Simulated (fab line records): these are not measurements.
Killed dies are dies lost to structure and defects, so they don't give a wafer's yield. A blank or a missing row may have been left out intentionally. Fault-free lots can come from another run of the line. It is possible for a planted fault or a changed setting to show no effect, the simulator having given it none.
A lot that was struck, set against a sound lot -- flow n5Finfet -- 36 out of 1938 route steps
Sound: these wafers, L232.1, L232.3, L232.4. Struck: wafer L238.2 (L238.3, L238.6, from the same lot, were not struck and are left out); the cause is given at the end.
Order at every step that has rows: each side's tool, ch and its chambers, its first start. Under that, the readings that differ: sound wafers -- struck wafers -- difference of the means -- sigmas: that difference in standard deviations of wafers without a fault.
alike: a reading whose means differ by less than 2 such deviations, as well as words and numbers matching on both sides. not compared: withheld readings; readings where some wafer has no value; bounds like >300 that might hide an equal value; numbers whose values overlap and for which the record gives no deviation.
Wherever a step has rows on one side only, a row that says differs or no value, or a row with sigmas, the two part there. Numbers that don't overlap but have no deviation are shown without sigmas and don't part them. A reading missing from all wafers of one side parts the sides only when that side holds two or more wafers.

first, 9 steps without rows for these wafers: N5_PMOS_HMC_CHANNEL_EPI_HM_DEP_34 (deposits SiO2 from TEOS/O2, target thk 36 nm, time 6.9 s); N5_PMOS_HMC_CHANNEL_EPI_COAT_31 (time 60 s, resist thk 66 nm); N5_PMOS_HMC_CHANNEL_EPI_COAT_03 (resist thk 205 nm); N5_PMOS_HMC_CHANNEL_EPI_EBR_05; N5_PMOS_HMC_CHANNEL_EPI_SOFTBAKE_04 (time 60 s); N5_PMOS_HMC_CHANNEL_EPI_EXPOSE_06 (exposes mask PMOS HMC BLK, target cd 240 nm); N5_PMOS_HMC_CHANNEL_EPI_PEB_07 (peb time 60 s); N5_PMOS_HMC_CHANNEL_EPI_DEVELOP_08 (develop time 30 s); N5_PMOS_HMC_CHANNEL_EPI_DESCUM_14 (chemistry O2, time 7.9 s).
N5_PMOS_HMC_CHANNEL_EPI_ETCH_32: etches BARC in N2/H2, stops on SiO2, target depth 85.8 nm, time 50.3 s.
  sound on rieDiel-06 ch 0,1,3, day 4 01:04; struck on rieDiel-01 ch 3, day 5 11:16
  alike: drypumpMotorCurrentA, oesProductAu, rfVppV, showerheadPlenumPTorr, throttleValvePct
  not compared: rfHoursCounterH
then, 25 steps without rows for these wafers: N5_PMOS_HMC_CHANNEL_EPI_HM_OPEN_15 (chemistry CHF3/O2, target SiO2, target depth 40.6 nm, time 20.3 s); N5_PMOS_HMC_CHANNEL_EPI_STRIP_33 (strips in N2/H2); N5_PMOS_HMC_CHANNEL_EPI_STRIP_17 (strips in SPM, time 750 s); N5_PMOS_HMC_CHANNEL_EPI_ETCH_38 (etches SiO2 in CF4, target depth 1.5 nm); N5_PMOS_HMC_CHANNEL_EPI_FIN_RECESS_16 (chemistry HBr/Cl2, target Si, target depth 54 nm, time 18 s); N5_PMOS_HMC_CHANNEL_EPI_PRECLEAN_36 (cleans in O3/DIW, time 45 s); N5_PMOS_HMC_CHANNEL_EPI_PRECLEAN_18 (cleans in DHF, time 30 s); N5_PMOS_HMC_CHANNEL_EPI_SRD_19 (time 30 s); N5_PMOS_HMC_CHANNEL_EPI_EPI_20 (deposits SiGe30, target thk 59 nm); N5_PMOS_HMC_CHANNEL_EPI_HM_STRIP_35 (strips SiO2 in dHF, material SiO2, target depth 39.6 nm, time 216 s); N5_PMOS_HMC_CHANNEL_EPI_SRD_39 (time 30 s); N5_PMOS_HMC_CHANNEL_EPI_CMP_21 (polishes SiGe30, target thk 54 nm); N5_PMOS_HMC_CHANNEL_EPI_PRECLEAN_40 (cleans in DHF, time 30 s); N5_PMOS_HMC_CHANNEL_EPI_PRECLEAN_37 (cleans in O3/DIW, time 45 s); N5_PMOS_HMC_CHANNEL_EPI_PRECLEAN_24 (cleans in DHF, time 30 s); N5_PMOS_HMC_CHANNEL_EPI_SRD_25 (time 30 s); N5_PMOS_HMC_CHANNEL_EPI_EPI_26 (deposits Si from SiH4/H2, target thk 3.8 nm, time 22.7 s); N5_FIN_SAQP_PRECLEAN_42 (cleans in O3/DIW, time 60 s); N5_FIN_SAQP_PRECLEAN_00 (cleans in SC1, time 60 s); N5_FIN_SAQP_PRECLEAN_44 (cleans in SC2, time 45 s); N5_FIN_SAQP_SRD_01 (time 30 s); N5_FIN_SAQP_ALD_61 (deposits SiO2, target thk 4 nm, pulse time 1 s, purge time 2 s); N5_FIN_SAQP_DENSIFY_62 (time 60 s); N5_FIN_SAQP_HM_DEP_03 (deposits SiNx from SiH4/NH3/N2, target thk 38 nm, time 33.6 s); N5_FIN_SAQP_PECVD_47 (deposits a-Si from SiH4/He, target thk 45 nm, time 36.3 s).
-- the record jumps here: 11 days lie between the struck wafers' starts before and after (it left off in module FIN_SAQP and takes up again in module PASSIVATION, whose first step shown is number 1936 of the route) --
N5_PASSIVATION_PROBE_49:
  sound on prober-02, day 14 05:26; struck on prober-01, day 16 14:46
reading,sound,struck,difference,sigmas
killedAtFrontEnd,42 34 36,172,+135,+12
killedDies,106 125 85,222,+117,+7
  alike: killed_at_M0_to_M3, killed_at_M4_up, killedAtContacts, killedAtOther, killedOnRim, killedOpen, killedShort

WHERE THEY PART
N5_PASSIVATION_PROBE_49 only, going by this record.

WHY: what the simulator had put in
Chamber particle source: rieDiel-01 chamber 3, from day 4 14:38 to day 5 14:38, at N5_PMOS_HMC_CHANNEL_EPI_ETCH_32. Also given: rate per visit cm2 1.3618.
